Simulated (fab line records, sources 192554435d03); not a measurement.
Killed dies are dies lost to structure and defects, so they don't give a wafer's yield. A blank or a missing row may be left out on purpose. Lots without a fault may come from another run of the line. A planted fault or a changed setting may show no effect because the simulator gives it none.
Split-lot experiment | flow n5_finfet | 7 lots, 39 wafers read, on a route of 1938 steps

THE SPLIT
At N5_MOL_CONTACT_COAG_ETCH_15 (etches SiNx in CH3F/O2, stops on Si:P, target depth 7 nm), the setting source_w was moved away from the recipe's 395 W on 12 of the 39 wafers read, by -9.9% to +16.3%. The other wafers ran this setting at the recipe's value.

The reading is taken at the split's own step.

THE READING
rf_vpp_V, in V, at N5_MOL_CONTACT_COAG_ETCH_15 (etches SiNx in CH3F/O2, stops on Si:P, target depth 7 nm). Fault-free wafers of this fab line usually give 294 V, standard deviation 6 V.

wafer  | tool, chamber at the split | source_w as run, W | against the recipe | rf_vpp_V, V | against lot-mates on the recipe
L077.1 | rie_diel-05, 1             | 395                | recipe             | 290         | -
L077.2 | rie_diel-05, 2             | 416.3              | +5.4%              | 277         | -15
L077.3 | rie_diel-05, 0             | 416.3              | +5.4%              | 280         | -12
L077.4 | rie_diel-05, 3             | 395                | recipe             | 296         | -
L077.5 | rie_diel-05, 1             | 395                | recipe             | 291         | -
L077.6 | rie_diel-05, 0             | 416.3              | +5.4%              | 280         | -12
L079.1 | rie_diel-03, 2             | 459.5              | +16.3%             | 272         | -23
L079.2 | rie_diel-03, 1             | 395                | recipe             | 294         | -
L079.3 | rie_diel-03, 0             | 395                | recipe             | 295         | -
L079.4 | rie_diel-03, 3             | 459.5              | +16.3%             | 273         | -22
L079.5 | rie_diel-03, 3             | 459.5              | +16.3%             | 273         | -22
L079.6 | rie_diel-03, 0             | 395                | recipe             | 295         | -
L083.1 | rie_diel-05, 0             | 395                | recipe             | 288         | -
L083.2 | rie_diel-05, 1             | 395                | recipe             | 290         | -
L083.3 | rie_diel-05, 3             | 395                | recipe             | 298         | -
L083.4 | rie_diel-05, 2             | 395                | recipe             | 285         | -
L083.5 | rie_diel-05, 1             | 395                | recipe             | 290         | -
L083.6 | rie_diel-05, 2             | 395                | recipe             | 284         | -
L088.1 | rie_diel-03, 3             | 355.7              | -9.9%              | 307         | +12
L088.2 | rie_diel-03, 2             | 355.7              | -9.9%              | 307         | +12
L088.3 | rie_diel-03, 1             | 395                | recipe             | 293         | -
L088.4 | rie_diel-03, 0             | 395                | recipe             | 298         | -
L088.5 | rie_diel-03, 2             | 355.7              | -9.9%              | 306         | +11
L088.6 | rie_diel-03, 1             | 395                | recipe             | 295         | -
L092.1 | rie_diel-05, 3             | 395                | recipe             | 297         | -
L092.2 | rie_diel-05, 2             | 421.1              | +6.6%              | 276         | -16
L092.3 | rie_diel-05, 1             | 421.1              | +6.6%              | 282         | -10
L092.4 | rie_diel-05, 0             | 421.1              | +6.6%              | 278         | -14
L092.5 | rie_diel-05, 2             | 395                | recipe             | 284         | -
L092.6 | rie_diel-05, 3             | 395                | recipe             | 296         | -
L095.1 | rie_diel-05, 0             | 395                | recipe             | 288         | -
L095.2 | rie_diel-05, 3             | 395                | recipe             | 297         | -
L095.3 | rie_diel-05, 1             | 395                | recipe             | 289         | -
L095.4 | rie_diel-05, 2             | 395                | recipe             | 286         | -
L095.5 | rie_diel-05, 0             | 395                | recipe             | 287         | -
L095.6 | rie_diel-05, 1             | 395                | recipe             | 288         | -
L096.1 | rie_diel-01, 1             | 395                | recipe             | 306         | -
L096.3 | rie_diel-01, 0             | 395                | recipe             | 303         | -
L096.4 | rie_diel-01, 3             | 395                | recipe             | 301         | -

THE FIT
A straight line over all 39 wafers: rf_vpp_V changes by -1.42 V for each +1% of source_w; r = -0.83; the points scatter about the line by 5.4 V.
The same after taking each lot's own level away (the mean of its wafers on the recipe; 39 wafers): -1.41 V for each +1%; r = -0.91; scatter 3.8 V.
On that fit, the largest move of source_w shifts the reading by 23 V.
The lots' own levels span 289.2 to 303.3 V, that is 2.4 times the standard deviation above.
So the lot-to-lot level changes the slope little: the two slopes agree.
Check: with one of the wafers moved furthest among these (+16.3%) left out of the fit, the line predicts -24.2 V for it against its lot-mates. It came out at -22.7 V against them.
Tool readings at the split's step, against how far the setting was moved: rf_vpp_V r = -0.83.

OTHER SPLITS ON THESE WAFERS
These wafers also went through other splits before the reading. Each is held against what the fit with the lots' levels taken away leaves over:
other split on the same wafers | wafers away from the commonest value | r with rf_vpp_V (lot level and that fit taken away)
N5_HKMG_FIN_ETCH_58 bias_w     | 12                                   | -0.26

THE FILE'S OWN FIT
rf_vpp_V changes by -1.44 V for each +1% of source_w, r = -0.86.
